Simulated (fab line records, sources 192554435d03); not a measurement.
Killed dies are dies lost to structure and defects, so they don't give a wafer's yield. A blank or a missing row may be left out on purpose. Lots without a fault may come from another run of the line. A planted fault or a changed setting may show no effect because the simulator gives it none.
Chamber matching | flow n5_finfet | N5_BEOL_M1_PECVD_72 on pecvd-02: 3 sister chambers
The step deposits SiO2 from TEOS/O2, target thk 16 nm, time 18 s. 3 wafers are shown with their chamber, then 8 later ones without.

WAFERS WITH THEIR CHAMBER
wafer  | chamber | heater_power_w (W)
L086.4 | 0       | 879
L086.6 | 1       | 533
L087.1 | 2       | 799

WAFERS WITHOUT THEIR CHAMBER
wafer  | heater_power_w (W)
L087.2 | 828
L087.3 | 575
L095.3 | 570
L095.5 | 898
L095.6 | 831
L096.2 | 804
L096.3 | 552
L096.5 | 556

WHICH CHAMBER EACH WENT THROUGH
wafer  | from the rows above     | in truth
L087.2 | can't be placed: 2 or 0 | 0
L087.3 | 1                       | 1
L095.3 | 1                       | 1
L095.5 | 0                       | 0
L095.6 | can't be placed: 2 or 0 | 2
L096.2 | 2                       | 2
L096.3 | 1                       | 1
L096.5 | 1                       | 1
Placed correctly: 6 of 8. Can't be placed from these rows: 2 (the true chamber is among the candidates in 2). Placed wrongly: 0.
How it was worked out, from the rows above alone: a wafer's distance from a chamber is the root of the sum, over the readings, of the square of ((its reading less the chamber's mean) divided by the reading's scatter). The wafer belongs to the nearest chamber; if the next one is less than 2 further off, it can't be placed. A chamber's mean is the mean of its shown wafers. The scatter: with one shown wafer a chamber, the root of the mean of the squares of how far each hidden wafer lies from its nearest shown one.
